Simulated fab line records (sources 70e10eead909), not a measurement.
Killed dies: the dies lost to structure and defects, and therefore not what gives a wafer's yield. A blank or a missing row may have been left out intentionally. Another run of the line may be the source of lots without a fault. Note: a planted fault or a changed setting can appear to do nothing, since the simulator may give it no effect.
Comparing a struck lot with a sound one / flow nand_harc / 39 steps out of a route of 1302
Sound: the wafers L148.1, L148.3, L148.6. The struck wafers were L152.2, L152.5, L152.6. The cause is named last.
At each step with rows: each side's tool, then ch and its chambers, then its first start. Under that, the readings that differ: sound wafers / struck wafers / difference of the means / sigmas: that difference in standard deviations of wafers without a fault.
alike: words and numbers the same on both sides, and readings whose means are apart by under 2 such deviations; not compared: readings that were withheld, readings missing a value for some wafer, numbers with overlapping values and no deviation given by the record, and bounds like >300 which may hide the same value.
The two part at a step that has a row with sigmas, a row that says differs or no value, or rows on one side only. When numbers do not overlap yet have no deviation, they are printed without sigmas and do not part them. A reading missing from all wafers of one side parts the sides only when that side holds two or more wafers.

first, 10 steps without rows for these wafers: NHARC_A_CHANNEL_HOLE_D1_DEP_00 (deposits aC, target thk 3100 nm); NHARC_A_CHANNEL_HOLE_D1_DEP_01 (deposits SiON, target thk 140 nm); NHARC_A_CHANNEL_HOLE_D1_DEHYDRATE_02 (time 120 s); NHARC_A_CHANNEL_HOLE_D1_HMDS_03 (time 30 s); NHARC_A_CHANNEL_HOLE_D1_COAT_36 (time 75 s); NHARC_A_CHANNEL_HOLE_D1_COAT_37 (time 65 s); NHARC_A_CHANNEL_HOLE_D1_COAT_04 (resist thk 90 nm); NHARC_A_CHANNEL_HOLE_D1_SOFTBAKE_05 (time 55 s); NHARC_A_CHANNEL_HOLE_D1_EBR_06; NHARC_A_CHANNEL_HOLE_D1_EXPOSE_07 (exposes mask HOLE D1, target cd 100 nm).
NHARC_A_CHANNEL_HOLE_D1_PEB_08: peb time 65 s.
  sound on litho_track-06 ch 0, day 14 18:37; struck on litho_track-06 ch 0, day 16 07:15
reading=heater_power_total_W (W); sound=156.7 156.9 157.2; struck=165.4 165.7 165.4; difference=+8.6; sigmas=+21
reading=plate_temp_C (C); sound=100.04 99.96 99.78; struck=103.92 104.17 103.97; difference=+4.09; sigmas=+34
then, 1 step without rows for these wafers: NHARC_A_CHANNEL_HOLE_D1_DEVELOP_09 (develop time 35 s).
NHARC_A_CHANNEL_HOLE_D1_CD_MEAS_10: the cd target is 100 nm.
  sound on cd_sem-03 ch 0, day 14 18:41; struck on cd_sem-03 ch 0, day 16 07:20
reading=cd_nm (nm); sound=99.9 99.6 99.9; struck=109.9 109.7 110.5; difference=+10.2; sigmas=+21
NHARC_A_CHANNEL_HOLE_D1_DESCUM_15: chemistry O2, time 3 s.
  sound on rie_diel-07 ch 0,1,3, day 14 18:53; struck on rie_diel-07 ch 2,3, day 16 07:31
reading=chamber_pressure_mTorr (mTorr); sound=59.95 59.97 59.93; struck=60.10 60.03 60.07; difference=+0.12; sigmas=+2
reading=model.A_CHANNEL_HOLE_D1.cd_nm (nm); sound=100.2 99.73 100.9; struck=110.5 110.1 110.9; difference=+10.2; sigmas=
  alike: drypump_motor_current_A, mfc_ar_sccm, oes_product_au, rf_vpp_V, showerhead_plenum_p_Torr, throttle_valve_pct
  not compared: rf_hours_counter_h
then, 4 steps without rows for these wafers: NHARC_A_CHANNEL_HOLE_D1_ETCH_38 (etches the open film in CF4, target depth 39 nm, time 65 s); NHARC_A_CHANNEL_HOLE_D1_ETCH_39 (etches the open film in N2/H2, target depth 260 nm, time 325 s); NHARC_A_CHANNEL_HOLE_D1_ETCH_34 (etches the open film in CF4/CHF3, target depth 154 nm, time 77 s); NHARC_A_CHANNEL_HOLE_D1_ETCH_16 (etches the open film in O2/COS, target depth 3100 nm, time 806 s).
NHARC_A_CHANNEL_HOLE_D1_CD_MEAS_18:
  sound on cd_sem-01 at day 14 19:59; struck on cd_sem-03 at day 16 08:38
reading=cd_nm (nm); sound=99.6 101.2 100.3; struck=111.3 111.7 108.7; difference=+10.2; sigmas=+5
then, 12 steps without rows for these wafers: NHARC_A_CHANNEL_HOLE_D1_ETCH_19 (etches the open film in C4F8/O2/Ar, time 34.5 s); NHARC_A_CHANNEL_HOLE_D1_ETCH_20 (etches the open film in C4F8/O2/Ar, time 361.9 s, target depth 1600 nm); NHARC_A_CHANNEL_HOLE_D1_ETCH_21 (etches the open film in C4F8/O2/Ar, time 514.3 s, target depth 1600 nm); NHARC_A_CHANNEL_HOLE_D1_ETCH_22 (etches the open film in C4F8/O2/Ar, time 666.7 s, target depth 1600 nm); NHARC_A_CHANNEL_HOLE_D1_ETCH_23 (etches the open film in C4F8/O2/Ar, time 819 s, target depth 1600 nm); NHARC_A_CHANNEL_HOLE_D1_ETCH_24 (etches the open film in C4F8/O2/Ar, time 906.2 s, target depth 1500 nm); NHARC_A_CHANNEL_HOLE_D1_ETCH_25 (etches the open film in C4F8/O2/Ar, time 1040.2 s, target depth 1500 nm); NHARC_A_CHANNEL_HOLE_D1_ETCH_26 (etches the open film in C4F8/O2/Ar, time 224.1 s, target depth 300 nm); NHARC_A_CHANNEL_HOLE_D1_ETCH_33 (etches the open film in C4F8/O2/Ar, time 90 s, target depth 400 nm); NHARC_A_CHANNEL_HOLE_D1_STRIP_41 (strips in N2/H2); NHARC_A_CHANNEL_HOLE_D1_STRIP_42 (strips in CF4/CHF3); NHARC_A_CHANNEL_HOLE_D1_STRIP_43 (strips in O2/COS).
NHARC_A_CHANNEL_HOLE_D1_ETCH_44: etches the open film in CF4/O2, target depth 140 nm, overetch 14 nm, time 77 s.
  sound on rie_diel-07 ch 1,2,3, day 15 00:47; struck on rie_diel-07 ch 0,1, day 16 13:26
reading=model.A_CHANNEL_HOLE_D1.cd_nm (nm); sound=88.96 88.69 88.92; struck=102.7 102.2 100.3; difference=+12.9; sigmas=
  alike: chamber_pressure_mTorr, drypump_motor_current_A, mfc_ar_sccm, oes_f_703_au, oes_product_au, rf_fwd_power_W, rf_vpp_V, showerhead_plenum_p_Torr, throttle_valve_pct
  not compared: rf_hours_counter_h
then, 3 steps without rows for these wafers: NHARC_A_CHANNEL_HOLE_D1_STRIP_27 (strips in O2); NHARC_A_CHANNEL_HOLE_D1_PRECLEAN_28 (cleans in SC1); NHARC_A_CHANNEL_HOLE_D1_SRD_29.
NHARC_A_CHANNEL_HOLE_D1_CD_MEAS_30:
  sound on cd_sem-03 at day 15 01:37; struck on cd_sem-02 at day 16 14:13
reading=cd_nm (nm); sound=89.4 88.3 89.4; struck=103.2 102.6 100.5; difference=+13.1; sigmas=+11
NHARC_A_CHANNEL_HOLE_D1_XSEM_31:
  sound on xsem-01 ch 0, day 15 01:42; struck on xsem-02 ch 0, day 16 14:19
reading=bot_cd_nm (nm); sound=74.4 73.7 74.5; struck=87.5 86.4 83.8; difference=+11.7; sigmas=+9
  alike: bow_nm, tilt_deg
-- record jumps: 15 days between struck wafers' starts before vs after; left off in module A_CHANNEL_HOLE_D1, resumes in module END, first step shown is number 1301 of the route --
NHARC_END_WLT_00:
  sound on prober-02 at day 30 07:28; struck on prober-02 at day 31 18:16
reading=VT_DECK1_BOTTOM; sound=0.869 0.854 0.860; struck=0.905 0.916 0.900; difference=+0.046; sigmas=+6
reading=VT_DECK1_BOTTOM_INNER; sound=0.867 0.855 0.858; struck=0.911 0.908 0.905; difference=+0.048; sigmas=+6
reading=VT_DECK1_MEDIAN_NEAR_BOTTOM; sound=0.862 0.864 0.870; struck=0.913 0.910 0.913; difference=+0.047; sigmas=+6
reading=VT_DECK1_MEDIAN_NEAR_BOTTOM_INNER; sound=0.864 0.865 0.864; struck=0.917 0.904 0.905; difference=+0.044; sigmas=+6
reading=VT_DECK1_MIDDLE; sound=0.877 0.876 0.873; struck=0.922 0.918 0.916; difference=+0.043; sigmas=+7
reading=VT_DECK1_MIDDLE_INNER; sound=0.878 0.882 0.876; struck=0.918 0.911 0.911; difference=+0.035; sigmas=+5
reading=VT_DECK1_TOP; sound=0.889 0.882 0.901; struck=0.919 0.915 0.929; difference=+0.030; sigmas=+5
reading=VT_DECK1_TOP_INNER; sound=0.891 0.888 0.894; struck=0.917 0.925 0.920; difference=+0.030; sigmas=+5
  alike: VT_DECK2_BOTTOM, VT_DECK2_BOTTOM_INNER, VT_DECK2_MEDIAN_NEAR_BOTTOM, VT_DECK2_MEDIAN_NEAR_BOTTOM_INNER, VT_DECK2_MIDDLE, VT_DECK2_MIDDLE_INNER, VT_DECK2_TOP, VT_DECK2_TOP_INNER
NHARC_END_SORT_01:
  the record has rows for the struck wafers here (prober-02 ch 0, day 31 21:31) and none for the sound ones

WHERE THEY PART
First at NHARC_A_CHANNEL_HOLE_D1_PEB_08; last, within this record, at NHARC_END_SORT_01.

WHY: what the simulator had put in
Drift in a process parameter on litho_track-06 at NHARC_A_CHANNEL_HOLE_D1_PEB_08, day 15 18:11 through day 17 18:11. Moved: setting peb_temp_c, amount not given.
